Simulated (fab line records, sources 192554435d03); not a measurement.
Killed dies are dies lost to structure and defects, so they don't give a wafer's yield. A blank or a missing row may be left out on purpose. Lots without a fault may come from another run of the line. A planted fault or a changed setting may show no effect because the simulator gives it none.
Split-lot experiment | flow n5_finfet | 7 lots, 21 wafers read, on a route of 1938 steps

THE SPLIT
At N5_HKMG_FIN_ETCH_55 (etches SOC in N2/H2, target depth 240 nm, time 300 s), the setting time_s was moved away from the recipe's 300 s on 7 of the 21 wafers read, by -15.5% to +10.6%. The other wafers ran this setting at the recipe's value.

The reading is taken at the split's own step.

THE READING
etch.depth_nm (the simulator's own value, which no gauge read), in nm, at N5_HKMG_FIN_ETCH_55 (etches SOC in N2/H2, target depth 240 nm, time 300 s). The file gives no usual value for it. The 14 wafers here that ran the recipe average 237.2 nm, standard deviation 7.4 nm.

wafer  | tool, chamber at the split | time_s as run, s | against the recipe | etch.depth_nm, nm | against lot-mates on the recipe
L074.3 | rie_diel-03, 2             | 300              | recipe             | 231.8             | -
L074.4 | rie_diel-03, 3             | 331.9            | +10.6%             | 253.6             | +21.8
L074.6 | rie_diel-03, 1             | 331.9            | +10.6%             | 258.3             | +26.5
L082.3 | rie_diel-03, 3             | 300              | recipe             | 226.2             | -
L082.4 | rie_diel-03, 2             | 300              | recipe             | 233.5             | -
L082.5 | rie_diel-03, 3             | 300              | recipe             | 225.2             | -
L084.2 | rie_diel-06, 2             | 300              | recipe             | 247.9             | -
L084.5 | rie_diel-06, 3             | 300              | recipe             | 238.7             | -
L084.6 | rie_diel-06, 2             | 300              | recipe             | 246.3             | -
L087.2 | rie_diel-03, 2             | 253.6            | -15.5%             | 199.4             | -35.1
L087.3 | rie_diel-03, 1             | 300              | recipe             | 234.5             | -
L087.4 | rie_diel-03, 3             | 253.6            | -15.5%             | 190.9             | -43.6
L089.3 | rie_diel-02, 1             | 267.1            | -11.0%             | 211.4             | -17.6
L089.4 | rie_diel-02, 0             | 300              | recipe             | 229               | -
L089.6 | rie_diel-02, 0             | 267.1            | -11.0%             | 203.6             | -25.4
L096.1 | rie_diel-02, 2             | 300              | recipe             | 241.7             | -
L096.2 | rie_diel-02, 3             | 300              | recipe             | 244.7             | -
L096.6 | rie_diel-02, 2             | 300              | recipe             | 241.1             | -
L097.4 | rie_diel-03, 1             | 300              | recipe             | 233.5             | -
L097.5 | rie_diel-03, 1             | 279.9            | -6.7%              | 215.5             | -24.3
L097.6 | rie_diel-03, 0             | 300              | recipe             | 246.2             | -

THE FIT
A straight line over all 21 wafers: etch.depth_nm changes by +2.46 nm for each +1% of time_s; r = +0.92; the points scatter about the line by 7.2 nm.
The same after taking each lot's own level away (the mean of its wafers on the recipe; 21 wafers): +2.38 nm for each +1%; r = +0.97; scatter 4.5 nm.
On that fit, the largest move of time_s shifts the reading by 37 nm.
The lots' own levels span 228.30 to 244.30 nm, that is 2.2 times the standard deviation above.
So the lot-to-lot level changes the slope little: the two slopes agree.
Check: with one of the wafers moved furthest among these (-15.5%) left out of the fit, the line predicts -37.7 nm for it against its lot-mates. It came out at -35.1 nm against them.

OTHER SPLITS ON THESE WAFERS
These wafers also went through other splits before the reading. Each is held against what the fit with the lots' levels taken away leaves over:
other split on the same wafers            | wafers away from the commonest value | r with etch.depth_nm (lot level and that fit taken away)
N5_WELL_APT_COAT_02 spin_rpm              | 6                                    | -0.15
N5_WELL_APT_PEB_06 peb_temp_c             | 8                                    | +0.00
N5_PMOS_HMC_CHANNEL_EPI_PEB_07 peb_time_s | 8                                    | -0.01
N5_PMOS_HMC_CHANNEL_EPI_ETCH_32 bias_w    | 6                                    | +0.05
N5_SD_EPI_N_EPI_21 time_s                 | 8                                    | -0.08
N5_SD_EPI_P_EPI_21 epi_growth_time_s      | 4                                    | -0.29
N5_SD_ACTIVATION_LSA_01 temp_c            | 9                                    | -0.12
N5_HKMG_FIN_ETCH_54 bias_w                | 6                                    | -0.30

THE WHOLE CHAIN: every reading that the file lists as answering this split, in the file's order
step                | what it does                                         | reading                                                                    | change (the file's fit)              | r (the file's)
N5_HKMG_FIN_ETCH_55 | etches SOC in N2/H2, target depth 240 nm, time 300 s | HKMG_FIN.feature_depth_nm (the simulator's own value, which no gauge read) | +2.44 nm for each +1% of the setting | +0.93
N5_HKMG_FIN_ETCH_55 | etches SOC in N2/H2, target depth 240 nm, time 300 s | etch.depth_nm (the simulator's own value, which no gauge read)             | +2.44 nm for each +1% of the setting | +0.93

THE FILE'S OWN FIT
etch.depth_nm changes by +2.44 nm for each +1% of time_s, r = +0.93.
